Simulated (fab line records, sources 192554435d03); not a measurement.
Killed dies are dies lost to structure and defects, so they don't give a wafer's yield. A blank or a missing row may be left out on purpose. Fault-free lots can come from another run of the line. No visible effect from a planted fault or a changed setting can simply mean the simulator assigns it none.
Comparing a struck lot with a sound one -- flow n5-finfet -- 36 out of 1938 route steps
Sound: wafers L994.2, L994.3, L994.4. Wafers struck: L992.2, L992.5, L992.6. At the end, the cause is stated.
For every step that has rows: the tool of each side, followed by ch and its chambers, followed by its first start. Under that, the readings that differ: sound wafers -- struck wafers -- difference of the means -- sigmas: that difference in standard deviations of wafers without a fault.
alike: readings with means less than 2 such deviations apart, plus words and numbers identical on both sides. not compared: withheld readings, readings lacking a value on some wafer, bounds such as >300 that could conceal the same value, and numbers that have no deviation in the record and whose values overlap.
A row with sigmas, a row that says differs or no value, or rows on one side alone: a step with any of these is where the two part. Non-overlapping numbers with no deviation appear without sigmas and do not part them. A reading missing from all wafers of one side parts the sides only when that side holds two or more wafers.

first, 9 steps without rows for these wafers: N5_BEOL_M4_ANNEAL_95 (time 240 s); N5_BEOL_M4_SPUTTER_96 (material Cu, target thk 4.5 nm, time 8.29 s); N5_BEOL_M4_ECD_50 (material Cu, target thk 300 nm); N5_BEOL_M4_ANNEAL_51 (time 90 s); N5_BEOL_M4_CMP_52 (polishes, stops on SiOC, t overpolish 6.8 s, target thk 40 nm); N5_BEOL_M4_PRE_CLEAN_60 (time 15 s); N5_BEOL_M4_CO_CAP_55 (material Co, precursor CCTBA/H2, target thk 2 nm, time 102.1 s); N5_BEOL_M4_PRE_CLEAN_56 (time 15 s); N5_BEOL_M4_DEP_57 (deposits SiCN from 3MS/NH3, target thk 8 nm, time 14 s).
N5_BEOL_M4_RC_MEAS_101:
  sound on prober-01 ch 0, day 14 14:32; struck on prober-01 ch 0, day 14 06:01
reading,sound,struck,difference,sigmas
IOFF_N (nA/um),0.23 0.23 0.23,0.15 0.15 0.16,-0.08,-2
IOFF_P (nA/um),0.26 0.26 0.26,0.18 0.18 0.20,-0.07,-2
VT_P (mV),-247 -247 -245,-254 -252 -251,-6,-2
  alike: DIBL_N, DIBL_P, ION_N, ION_P, SS_N, SS_P, VT_N
then, 24 steps without rows for these wafers: N5_BEOL_M5_ILD_DEP_00 (deposits SiCOH lowk from DEMS/porogen, target thk 140.64 nm, time 25.9 s); N5_BEOL_M5_CURE_79 (cures SiCOH lowk, time 240 s); N5_BEOL_M5_PECVD_70 (deposits SiO2 from TEOS/O2, target thk 16 nm, time 18 s); N5_BEOL_M5_HM_DEP_02 (deposits TiN, target thk 20 nm); N5_BEOL_M5_COAT_59 (time 60 s, resist thk 60 nm); N5_BEOL_M5_COAT_60 (time 60 s, resist thk 12 nm); N5_BEOL_M5_COAT_71 (time 60 s, resist thk 5 nm); N5_BEOL_M5_COAT_05 (resist thk 30 nm); N5_BEOL_M5_EBR_07; N5_BEOL_M5_SOFTBAKE_06 (time 60 s); N5_BEOL_M5_EXPOSE_08 (exposes mask M5, target cd 28 nm); N5_BEOL_M5_PEB_09 (peb time 60 s); N5_BEOL_M5_DEVELOP_10 (develop time 30 s); N5_BEOL_M5_DESCUM_16 (chemistry O2, time 7 s); N5_BEOL_M5_ETCH_72 (etches underlayer in N2/H2, target depth 6.5 nm, time 5.2 s); N5_BEOL_M5_ETCH_61 (etches SiARC in CF4, target depth 15.6 nm, time 26 s); N5_BEOL_M5_ETCH_62 (etches SOC in N2/H2, target depth 75 nm, overetch 15 nm, time 112.5 s); N5_BEOL_M5_STRIP_63 (strips in N2/H2); N5_BEOL_M5_STRIP_73 (strips in N2/H2); N5_BEOL_M5_STRIP_64 (strips in CF4); N5_BEOL_M5_HM_OPEN_17 (chemistry Cl2/BCl3, target TiN, target depth 20 nm, overetch 6 nm); N5_BEOL_M5_STRIP_19 (strips in O2); N5_BEOL_M5_COAT_65 (time 60 s, resist thk 60 nm); N5_BEOL_M5_COAT_66 (time 60 s, resist thk 12 nm).
N5_BEOL_M7_VIA_ETCH_34: etches SiCOH lowk in C4F6/O2, target depth 125.5 nm, time 50.5 s.
  sound on rie-diel-04 ch 0,2,3, day 15 17:23; struck on rie-diel-01 ch 0,1,3, day 15 10:31
  no value came back on the struck wafers for any of 8 readings (C4F6_flow_sccm (sccm), O2_flow_sccm (sccm) and others); on the sound wafers C4F6_flow_sccm (sccm) reads 10.022 9.991 10.045
reading,sound,struck,difference,sigmas
model.SiARC_of_BEOL_M7_COAT_64.thk-nm (nm),0 0 0,6.6 6.6 6.4,+6.5,
model.SOC_of_BEOL_M7_COAT_63.thk-nm (nm),53.8 53.8 54,60.2 60.2 60.2,+6.3,
-- record jumps: 3 days separate the struck wafers' starts on either side; left off in module BEOL_M7, taken up again in module PASSIVATION, whose first shown step is the route's number 1936 --
N5_PASSIVATION_PROBE_49:
  rows exist in the record for the struck wafers here (prober-01, day 18 19:25), but not for the sound ones

WHERE THEY PART
Last at N5_PASSIVATION_PROBE_49 as far as this record goes, first at N5_BEOL_M4_RC_MEAS_101.

WHY: whatever the simulator had introduced
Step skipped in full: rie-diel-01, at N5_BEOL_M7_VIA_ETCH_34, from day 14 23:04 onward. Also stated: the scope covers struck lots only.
